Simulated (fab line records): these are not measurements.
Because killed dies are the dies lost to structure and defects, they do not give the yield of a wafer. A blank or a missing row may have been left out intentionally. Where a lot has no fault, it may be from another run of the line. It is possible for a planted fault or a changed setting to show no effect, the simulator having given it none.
The same fault as seen by 2 desks / flow n5-finfet / only its own numbers are on each desk; what lay behind them is given at the end

== METROLOGY DESK ==
What the gauges read, lot by lot, whatever tool the lot ran on: means of the sampled wafers that have a number. If a lot's mean is further than 4 standard deviations from the usual mean, the lot is out of limits and carries the mark OUT (the distance appears in the brackets). It has 11 readings; the 7 that lie furthest out on some lot are the ones shown.
Columns: A = DIBL_N at N5_BEOL_M4_RC_MEAS_101, usual 35.3 mV/V; B = DIBL_P at N5_BEOL_M4_RC_MEAS_101, usual 35.2 mV/V; C = IOFF_P at N5_BEOL_M4_RC_MEAS_101, usual 0.19 nA/um; D = SS_N at N5_BEOL_M4_RC_MEAS_101, usual 71.2 mV/dec; E = SS_P at N5_BEOL_M4_RC_MEAS_101, usual 73.0 mV/dec; F = VT_N at N5_BEOL_M4_RC_MEAS_101, usual 251 mV; G = VT_P at N5_BEOL_M4_RC_MEAS_101, usual -251.4 mV
lot=L146; first seen here=day 8 03:41; A=36.0; B=34.2; C=0.18; D=71.5; E=73.3; F=254; G=-252.0
lot=L148; first seen here=day 9 18:28; A=34.8; B=35.6; C=0.16; D=71.0; E=72.5; F=257; G=-255.6
lot=L150; first seen here=day 10 14:38; A=34.3; B=34.3; C=0.17; D=70.9; E=72.7; F=254; G=-252.9
lot=L154; first seen here=day 10 21:58; A=34.1; B=35.3; C=0.18; D=71.0; E=72.8; F=252; G=-252.9
lot=L155; first seen here=day 11 00:32; A=37.7; B=38.1; C=0.24; D=71.6; E=73.9; F=246; G=-248.5
lot=L166; first seen here=day 13 21:20; A=33.4; B=32.4; C=0.18; D=70.9; E=72.7; F=252; G=-250.6
lot=L162; first seen here=day 14 03:08; A=35.6; B=36.1; C=0.19; D=71.2; E=73.0; F=253; G=-252.9
lot=L167; first seen here=day 14 06:20; A=36.1; B=35.6; C=0.21; D=71.7; E=72.7; F=250; G=-250.5
lot=L168; first seen here=day 14 12:16; A=35.6; B=35.3; C=0.20; D=71.0; E=72.8; F=251; G=-250.2
lot=L169; first seen here=day 15 05:33; A=38.0; B=37.8; C=0.23; D=72.3; E=74.2; F=248; G=-250.8
Result from this desk: across the 10 lots, nothing is out of limits.

== DESK OF THE TOOL OWNER: cvd-co-02 ==
The tool's own readings at N5_BEOL_M4_CO_CAP_55 (material Co, precursor CCTBA/H2, target thk 2 nm, time 102.1 s): means of the sampled wafers that have a number, for each lot that ran on this tool. If a lot's mean is further than 4 standard deviations from the usual mean, the lot is out of limits and carries the mark OUT (the distance appears in the brackets).
Columns: A = chamber-pressure-Torr at N5_BEOL_M4_CO_CAP_55, usual 30.00 Torr; B = heater-power-outer-w at N5_BEOL_M4_CO_CAP_55, usual 121 W; C = heater-power-w at N5_BEOL_M4_CO_CAP_55, usual 232 W
lot=L146; first seen here=day 8 03:29; A=29.98; B=119; C=221
lot=L155; first seen here=day 11 00:21; A=29.98; B=120; C=227
lot=L167; first seen here=day 14 06:08; A=30.00; B=122; C=220
lot=L169; first seen here=day 15 05:22; A=30.07; B=122; C=231
Result from this desk: across the 4 lots, nothing is out of limits.

== ALL TOGETHER ==
The metrology desk saw nothing out of limits.
The tool owner's desk saw nothing out of limits.

== WHAT HAD BEEN PUT IN BY THE SIMULATOR ==
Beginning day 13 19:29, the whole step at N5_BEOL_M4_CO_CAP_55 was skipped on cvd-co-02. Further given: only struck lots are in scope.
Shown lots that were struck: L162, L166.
